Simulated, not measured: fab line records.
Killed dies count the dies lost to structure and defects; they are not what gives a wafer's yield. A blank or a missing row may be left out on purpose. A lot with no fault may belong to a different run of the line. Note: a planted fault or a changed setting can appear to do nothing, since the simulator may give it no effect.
The tool behind it: which one? ; flow n5-finfet ; 11 lots with 30 wafers sampled at 5 steps, on a route of 1938 steps

WHAT THE GAUGES SHOWED, per wafer
N5_BEOL_M4_RC_MEAS_101. Usual: DIBL_N 36.9 mV/V, standard deviation 1.7; DIBL_P 36.7 mV/V, standard deviation 2.1; IOFF_N 0.17 nA/um, standard deviation 0.032; IOFF_P 0.22 nA/um, standard deviation 0.036; ION_N 674 uA/um, standard deviation 12; ION_P 461 uA/um, standard deviation 7; SS_N 71.7 mV/dec, standard deviation 0.6; SS_P 73.4 mV/dec, standard deviation 0.67; VT_N 249 mV, standard deviation 3.1; VT_P -250 mV, standard deviation 3.2.
lot;measured;on;DIBL_N (mV/V);DIBL_P (mV/V);IOFF_N (nA/um);IOFF_P (nA/um);ION_N (uA/um);ION_P (uA/um);SS_N (mV/dec);SS_P (mV/dec);VT_N (mV);VT_P (mV);flag
L699;day 8 01:31;prober-01;35.5 36.4 35.7;35.5 36.6 34.9;0.14 0.15 0.14;0.18 0.20 0.18;657 674 666;448 464 456;71.7 71.3 70.9;72.8 73.2 73.1;253 254 250;-254 -251 -251;
L701;day 8 18:03;prober-02;35.1 37.2 37.5;33.9 36.8 35.1;0.13 0.17 0.17;0.15 0.19 0.16;653 682 677;449 455 451;70.7 71.6 71.5;73.5 73.1 73.5;251 251 248;-257 -255 -256;
L704;day 9 05:38;prober-02;38.0 35.7 37.3;40.4 36.3 39.3;0.20 0.16 0.18;0.27 0.20 0.26;687 670 671;469 464 463;72.1 71.7 72.3;73.6 72.8 73.7;244 248 248;-246 -251 -248;
L711;day 11 00:52;prober-01;37.7 34.9;38.5 36.7;0.19 0.14;0.26 0.21;688 677;475 466;72.3 70.8;73.5 73.7;248 253;-245 -249;
L709;day 11 08:37;prober-01;38.3 38.5;37.3 36.5;0.18 0.20;0.23 0.22;684 680;461 458;72.0 72.6;73.8 74.3;250 248;-252 -250;
L712;day 11 09:40;prober-02;34.9 36.9;35.1 37.2;0.13 0.17;0.16 0.19;673 686;455 459;70.6 71.6;73.0 74.1;251 250;-256 -251;
L713;day 11 09:52;prober-01;38.3 38.2 35.9;38.9 39.0 36.5;0.21 0.21 0.16;0.27 0.26 0.21;691 691 681;467 470 467;71.7 71.4 71.6;74.6 74.2 72.9;247 246 251;-247 -248 -250;
L716;day 12 06:56;prober-02;38.5 35.0 32.8;38.0 34.8 32.0;0.19 0.13 0.11;0.24 0.20 0.16;676 654 660;466 458 455;71.9 71.2 70.6;73.7 72.8 72.6;248 252 253;-249 -252 -255;
L717;day 12 15:16;prober-02;36.3 34.8 37.2;35.0 33.8 35.8;0.17 0.13 0.18;0.26 0.23 0.26;681 668 681;470 469 471;71.5 71.8 71.3;72.7 72.6 73.8;247 254 247;-245 -245 -245;
L721;day 13 07:12;prober-02;37.5 38.9 35.0;38.7 40.3 35.1;0.20 0.23 0.14;0.28 0.30 0.22;681 696 660;473 471 468;72.4 72.0 71.2;74.4 74.2 73.2;244 245 251;-247 -243 -249;
L722;day 14 00:20;prober-01;39.1 37.7 39.5;38.5 37.1 39.5;0.18 0.16 0.19;0.23 0.22 0.26;663 659 681;460 458 467;71.9 72.1 72.8;74.1 73.7 73.8;251 252 251;-249 -248 -247;

TOOL THAT RAN EACH LOT (tool first, then ch and the chambers of the sampled wafers, then the start)
lot;N5_BEOL_M2_ANNEAL_95;N5_BEOL_M2_DEP_57;N5_BEOL_M3_PECVD_72;N5_BEOL_M3_COAT_61
L699;pvd-sputter-01, day 7 01:28;pecvd-02 ch 0,1,2, day 7 02:51;pecvd-03 ch 0,1,2, day 7 03:06;litho-track-05 ch 0, day 7 03:32
L701;pvd-sputter-01, day 7 20:19;pecvd-02 ch 0,1,2, day 7 21:44;pecvd-03 ch 0,1, day 7 21:59;litho-track-05 ch 0, day 8 00:10
L704;pvd-sputter-02, day 8 04:56;pecvd-04 ch 1,2, day 8 06:35;pecvd-04 ch 0,1, day 8 06:49;litho-track-04 ch 0, day 8 09:03
L711;pvd-sputter-03, day 10 08:04;pecvd-01 ch 0,1, day 10 09:13;pecvd-04 ch 1,2, day 10 09:28;litho-track-05 ch 0, day 10 09:43
L709;pvd-sputter-02, day 10 09:01;pecvd-01 ch 0, day 10 10:10;pecvd-01 ch 0, day 10 10:25;litho-track-05 ch 0, day 10 10:37
L712;pvd-sputter-01, day 10 11:17;pecvd-02 ch 1,2, day 10 12:29;pecvd-04 ch 0,2, day 10 12:44;litho-track-05 ch 0, day 10 12:55
L713;pvd-sputter-02, day 10 11:41;pecvd-01 ch 0,1, day 10 12:49;pecvd-04 ch 1,2, day 10 13:04;litho-track-04 ch 0, day 10 14:44
L716;pvd-sputter-02, day 11 05:40;pecvd-04 ch 1,2, day 11 06:47;pecvd-03 ch 0,2, day 11 07:01;litho-track-04 ch 0, day 11 07:53
L717;pvd-sputter-01, day 11 13:51;pecvd-04 ch 0,2, day 11 14:58;pecvd-03 ch 0,1, day 11 15:13;litho-track-04 ch 0, day 11 16:24
L721;pvd-sputter-02, day 12 10:37;pecvd-02 ch 0,2, day 12 11:44;pecvd-01 ch 0,1,2, day 12 11:59;litho-track-03 ch 0, day 12 12:57
L722;pvd-sputter-02, day 12 17:52;pecvd-04 ch 0,1,2, day 12 19:01;pecvd-04 ch 0,1,2, day 12 19:16;litho-track-04 ch 0, day 12 21:13
- N5_BEOL_M2_ANNEAL_95: time 240 s.
- N5_BEOL_M2_DEP_57: deposits SiCN from 3MS/NH3, target thk 8 nm, time 14 s.
- N5_BEOL_M3_PECVD_72: deposits SiO2 from TEOS/O2, target thk 16 nm, time 18 s.
- N5_BEOL_M3_COAT_61: time 60 s, resist thk 60 nm.

WHAT THE TOOLS THEMSELVES READ (means of the sampled wafers that have a number; where no wafer has one, the mark that the record gives instead)
N5_BEOL_M2_ANNEAL_95. Usual: heater-power-w 867 W, standard deviation 140.
lot;tool;heater-power-w (W);flag
L699;pvd-sputter-01;789;
L701;pvd-sputter-01;798;
L704;pvd-sputter-02;911;
L711;pvd-sputter-03;784;
L709;pvd-sputter-02;796;
L712;pvd-sputter-01;772;
L713;pvd-sputter-02;871;
L716;pvd-sputter-02;984;
L717;pvd-sputter-01;830;
L721;pvd-sputter-02;882;
L722;pvd-sputter-02;867;

N5_BEOL_M2_DEP_57. Usual: showerhead-plenum-p-Torr 3.673 Torr, standard deviation 0.017; throttle-valve-pct 9.0 %, standard deviation 0.52.
lot;tool;showerhead-plenum-p-Torr (Torr);throttle-valve-pct (%);flag
L699;pecvd-02;3.670;9.2;
L701;pecvd-02;3.666;9.1;
L704;pecvd-04;3.678;8.4;
L711;pecvd-01;3.667;9.4;
L709;pecvd-01;3.649;8.9;
L712;pecvd-02;3.666;8.8;
L713;pecvd-01;3.679;9.3;
L716;pecvd-04;3.690;8.7;
L717;pecvd-04;3.661;8.8;
L721;pecvd-02;3.661;9.2;
L722;pecvd-04;3.674;8.9;

N5_BEOL_M3_PECVD_72. Usual: heater-power-w 662 W, standard deviation 80; showerhead-plenum-p-Torr 8.81 Torr, standard deviation 0.08; throttle-valve-pct 22.3 %, standard deviation 1.1.
lot;tool;heater-power-w (W);showerhead-plenum-p-Torr (Torr);throttle-valve-pct (%);flag
L699;pecvd-03;643;8.78;22.3;
L701;pecvd-03;648;8.82;22.5;
L704;pecvd-04;731;8.90;22.4;
L711;pecvd-04;662;8.89;21.2;
L709;pecvd-01;746;8.73;22.4;
L712;pecvd-04;675;8.77;21.2;
L713;pecvd-04;577;8.85;20.9;
L716;pecvd-03;614;8.84;22.2;
L717;pecvd-03;715;8.81;22.8;
L721;pecvd-01;710;8.82;22.3;
L722;pecvd-04;582;8.84;21.6;

N5_BEOL_M3_COAT_61. Usual: heater-power-total-W 500.4 W, standard deviation 1.8; run-length-s 66.44 s, standard deviation 0.18.
lot;tool;heater-power-total-W (W);run-length-s (s);flag
L699;litho-track-05;497.6;66.58;
L701;litho-track-05;501.0;66.49;
L704;litho-track-04;500.1;66.35;
L711;litho-track-05;554.2;58.54;OFF
L709;litho-track-05;604.9;50.33;OFF
L712;litho-track-05;605.5;50.24;OFF
L713;litho-track-04;500.7;66.40;
L716;litho-track-04;500.0;66.23;
L717;litho-track-04;500.2;66.30;
L721;litho-track-03;502.2;66.25;
L722;litho-track-04;501.1;66.22;

THE ANSWER, worked out from the rows above alone
Rule: take the mean of a lot's wafers that have a number; if it is more than 3 standard deviations from the usual mean, the lot is off. A lot without any number at a reading at which 4 lots or more have one is off too. All remaining lots with rows at the step are treated as sound. The gauges are gone through in route order, then the tools' own readings, and for those a lot's mean is taken as printed above. The first step at which some lot is off is used, and at that step the reading that is off furthest; a lot without a number counts as furthest.
Off: L711, L709, L712 (N5_BEOL_M3_COAT_61, run-length-s).
A tool fits if, at that step or a process step before it, it ran every lot that is off, and no sound lot after the first of them. One candidate fits, namely litho-track-05 at N5_BEOL_M3_COAT_61. Its last sound lot is L701 (day 8 00:10), its first lot that is off L711 (day 10 09:43): a fault that began between those two fits.
The tool's own readings at N5_BEOL_M3_COAT_61 bear it out: on the lots that are off they differ by more than 5 times the standard deviation of the sound lots' means. heater-power-total-W reads 588.2 W there against 500.4 W on the sound lots; run-length-s reads 53.04 s there against 66.35 s on the sound lots.

WHAT THE SIMULATOR HAD PUT IN
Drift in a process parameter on litho-track-05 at N5_BEOL_M3_COAT_61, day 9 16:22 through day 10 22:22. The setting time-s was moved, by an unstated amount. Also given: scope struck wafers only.
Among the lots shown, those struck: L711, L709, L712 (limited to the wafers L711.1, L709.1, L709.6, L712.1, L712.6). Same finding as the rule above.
